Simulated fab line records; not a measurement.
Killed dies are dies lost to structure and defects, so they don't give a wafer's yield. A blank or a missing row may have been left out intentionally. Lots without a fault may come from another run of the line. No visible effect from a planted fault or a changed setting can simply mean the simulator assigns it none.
Split-lot study / flow n5_finfet / 21 wafers read from 7 lots, route of 1938 steps

ABOUT THE SPLIT
At N5_BEOL_M2_ETCH_69 (etches SiARC in CF4, target depth 15.6 nm, time 26 s), the setting bias_w was moved away from the recipe's 36 W on 7 of the 21 wafers read, by -13.4% to +13.3%. This setting was run at the recipe's value on the other wafers.

Reading taken at the split's own step.

THE READING
rf_vpp_V, in V, at N5_BEOL_M2_ETCH_69 (etches SiARC in CF4, target depth 15.6 nm, time 26 s). Typical for fault-free wafers on this fab line: 184.1 V, with standard deviation 1.2 V.

wafer=L075.2; tool, chamber at the split=rie_diel-01, 3; bias_w as run, W=31.19; against the recipe=-13.4%; rf_vpp_V, V=165.6; against lot-mates on the recipe=-16.8
wafer=L075.3; tool, chamber at the split=rie_diel-01, 2; bias_w as run, W=36; against the recipe=recipe; rf_vpp_V, V=182.4; against lot-mates on the recipe=-
wafer=L075.6; tool, chamber at the split=rie_diel-01, 3; bias_w as run, W=31.19; against the recipe=-13.4%; rf_vpp_V, V=165.9; against lot-mates on the recipe=-16.5
wafer=L076.3; tool, chamber at the split=rie_diel-05, 1; bias_w as run, W=36; against the recipe=recipe; rf_vpp_V, V=182.9; against lot-mates on the recipe=-
wafer=L076.4; tool, chamber at the split=rie_diel-05, 0; bias_w as run, W=36; against the recipe=recipe; rf_vpp_V, V=183.5; against lot-mates on the recipe=-
wafer=L076.5; tool, chamber at the split=rie_diel-05, 1; bias_w as run, W=36; against the recipe=recipe; rf_vpp_V, V=183.7; against lot-mates on the recipe=-
wafer=L081.2; tool, chamber at the split=rie_diel-03, 1; bias_w as run, W=36; against the recipe=recipe; rf_vpp_V, V=184.5; against lot-mates on the recipe=-
wafer=L081.5; tool, chamber at the split=rie_diel-03, 1; bias_w as run, W=36; against the recipe=recipe; rf_vpp_V, V=183.9; against lot-mates on the recipe=-
wafer=L081.6; tool, chamber at the split=rie_diel-03, 2; bias_w as run, W=36; against the recipe=recipe; rf_vpp_V, V=183.9; against lot-mates on the recipe=-
wafer=L080.2; tool, chamber at the split=rie_diel-01, 3; bias_w as run, W=36; against the recipe=recipe; rf_vpp_V, V=182.8; against lot-mates on the recipe=-
wafer=L080.5; tool, chamber at the split=rie_diel-01, 0; bias_w as run, W=40.8; against the recipe=+13.3%; rf_vpp_V, V=199.1; against lot-mates on the recipe=+16.3
wafer=L080.6; tool, chamber at the split=rie_diel-01, 1; bias_w as run, W=40.8; against the recipe=+13.3%; rf_vpp_V, V=198.4; against lot-mates on the recipe=+15.6
wafer=L084.3; tool, chamber at the split=rie_diel-01, 2; bias_w as run, W=36; against the recipe=recipe; rf_vpp_V, V=184.5; against lot-mates on the recipe=-
wafer=L084.5; tool, chamber at the split=rie_diel-01, 3; bias_w as run, W=36; against the recipe=recipe; rf_vpp_V, V=182.4; against lot-mates on the recipe=-
wafer=L084.6; tool, chamber at the split=rie_diel-01, 2; bias_w as run, W=36; against the recipe=recipe; rf_vpp_V, V=183.3; against lot-mates on the recipe=-
wafer=L085.2; tool, chamber at the split=rie_diel-05, 1; bias_w as run, W=36; against the recipe=recipe; rf_vpp_V, V=184.1; against lot-mates on the recipe=-
wafer=L085.3; tool, chamber at the split=rie_diel-05, 2; bias_w as run, W=34.04; against the recipe=-5.4%; rf_vpp_V, V=177.8; against lot-mates on the recipe=-6.6
wafer=L085.5; tool, chamber at the split=rie_diel-05, 3; bias_w as run, W=36; against the recipe=recipe; rf_vpp_V, V=184.8; against lot-mates on the recipe=-
wafer=L093.1; tool, chamber at the split=rie_diel-01, 3; bias_w as run, W=33.35; against the recipe=-7.4%; rf_vpp_V, V=174.5; against lot-mates on the recipe=-7.2
wafer=L093.3; tool, chamber at the split=rie_diel-01, 0; bias_w as run, W=36; against the recipe=recipe; rf_vpp_V, V=181.7; against lot-mates on the recipe=-
wafer=L093.5; tool, chamber at the split=rie_diel-01, 1; bias_w as run, W=33.35; against the recipe=-7.4%; rf_vpp_V, V=175.7; against lot-mates on the recipe=-6.0

FIT RESULTS
A straight line over all 21 wafers: rf_vpp_V changes by +1.21 V for each +1% of bias_w; r = +0.99; the points scatter about the line by 1 V.
The same after taking each lot's own level away (the mean of its wafers on the recipe; 21 wafers): +1.18 V for each +1%; r = +0.99; scatter 0.86 V.
Per that fit: largest bias_w move, reading shift of 16 V.
The span of the lots' own levels, 181.70 to 184.45 V, comes to 2.3 times the standard deviation stated above.
Hence the lot-to-lot level has little effect on the slope; both slopes agree.
Check: -15.3 V against its lot-mates is what the line predicts for one of the wafers moved furthest among these (-13.4%) when that wafer is left out of the fit. It came out at -16.8 V against them.
Tool readings at the split's step, against how far the setting was moved: rf_vpp_V r = +0.99.

OTHER SPLITS ON THESE WAFERS
These wafers also went through other splits before the reading. Each is held against what the fit with the lots' levels taken away leaves over:
other split on the same wafers=N5_BEOL_M0_SAQP_HM_DEP_111 time_s; wafers away from the commonest value=5; r with rf_vpp_V (lot level and that fit taken away)=-0.15
other split on the same wafers=N5_BEOL_M0_ETCH_109 bias_w; wafers away from the commonest value=7; r with rf_vpp_V (lot level and that fit taken away)=+0.17
other split on the same wafers=N5_BEOL_M1_COAT_05 spin_rpm; wafers away from the commonest value=4; r with rf_vpp_V (lot level and that fit taken away)=-0.03
other split on the same wafers=N5_BEOL_M1_ETCH_64 time_s; wafers away from the commonest value=6; r with rf_vpp_V (lot level and that fit taken away)=+0.14

THE FILE'S OWN FIT
rf_vpp_V changes by +1.18 V for each +1% of bias_w, r = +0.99.
